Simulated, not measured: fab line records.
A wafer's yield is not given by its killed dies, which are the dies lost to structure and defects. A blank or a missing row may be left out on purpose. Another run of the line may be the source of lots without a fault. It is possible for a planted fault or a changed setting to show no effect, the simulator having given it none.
Tool commonality check :: flow nand-harc :: 1 lot, 3 wafers sampled

## REASON FOR OPENING
At NHARC_END_SORT_01 the reading killed-at-periphery is flagged on 1 of 1 lot. No-fault wafers: 3.0, standard deviation 2.4.
Rule: a lot is flagged in two cases, either no wafer of it has a number, or all its wafers with numbers fall more than 4 standard deviations from that mean. All remaining lots are regarded as sound.

lot: L171
measured: day 21 09:57
on: prober-01
killed-at-periphery, wafer by wafer: 661 661 664
flag: FLAGGED
The numbers of the flagged lots are 662.0 on average: +659.0 against the usual, or +99 or more standard deviations.

## TOOL THAT RAN EACH LOT
Before the reading, the record contains 4 process steps out of a 1159-step route. In each cell: the tool, then ch and the chambers that the sampled wafers went through, then the start.
lot: L171
flag: FLAGGED
NHARC_P_ZERO_WELL_DESCUM_26: rie-diel-12 ch 0,2,3, day 3 14:46
NHARC_P_ZERO_WELL_EXPOSE_34: krf-scanner-03 ch 0, day 3 16:05
NHARC_P_GATE_ETCH_32: no row
NHARC_P_GATE_ETCHBACK_37: no row
What the steps here do:
- NHARC_P_ZERO_WELL_DESCUM_26: chemistry O2, time 3 s.
- NHARC_P_ZERO_WELL_EXPOSE_34: exposes mask P PWELL, target cd 720 nm.
- NHARC_P_GATE_ETCH_32: etches the open film in HBr/Cl2, target depth 150 nm, time 100.1 s.
- NHARC_P_GATE_ETCHBACK_37: etches the open film in CHF3/O2, target depth 34.5 nm, time 17.2 s.
- NHARC_END_SORT_01

## FLAGGED OVER TOTAL, TOOL BY TOOL (the gauges that took the reading come last)
step: NHARC_P_ZERO_WELL_DESCUM_26
tool: rie-diel-12
lots run: 1
flagged: 1
share of the flagged lots: all
sound lots run after its first flagged lot: 0

step: NHARC_P_ZERO_WELL_EXPOSE_34
tool: krf-scanner-03
lots run: 1
flagged: 1
share of the flagged lots: all
sound lots run after its first flagged lot: 0

step: NHARC_END_SORT_01
tool: prober-01
lots run: 1
flagged: 1
share of the flagged lots: all
sound lots run after its first flagged lot: 0

## WHAT IS ALLOWED BY THE TABLE
Rows of the table that ran every flagged lot, 3 in all: rie-diel-12 at NHARC_P_ZERO_WELL_DESCUM_26, krf-scanner-03 at NHARC_P_ZERO_WELL_EXPOSE_34, prober-01 at NHARC_END_SORT_01.
- rie-diel-12 at NHARC_P_ZERO_WELL_DESCUM_26: 1 of its 1 lot flagged. With no sound lot run before its first flagged lot in this sample, there is nothing to narrow down the start.
- krf-scanner-03 at NHARC_P_ZERO_WELL_EXPOSE_34: 1 of its 1 lot flagged. With no sound lot run before its first flagged lot in this sample, there is nothing to narrow down the start.
- prober-01 at NHARC_END_SORT_01: 1 of its 1 lot flagged. With no sound lot run before its first flagged lot in this sample, there is nothing to narrow down the start.
Because each of these 3 tools fits a fault that began at some hour, counting lots does not separate them. More lots, or a look at what each step does to the wafer, might.

## WHAT THE SIMULATOR HAD PUT IN
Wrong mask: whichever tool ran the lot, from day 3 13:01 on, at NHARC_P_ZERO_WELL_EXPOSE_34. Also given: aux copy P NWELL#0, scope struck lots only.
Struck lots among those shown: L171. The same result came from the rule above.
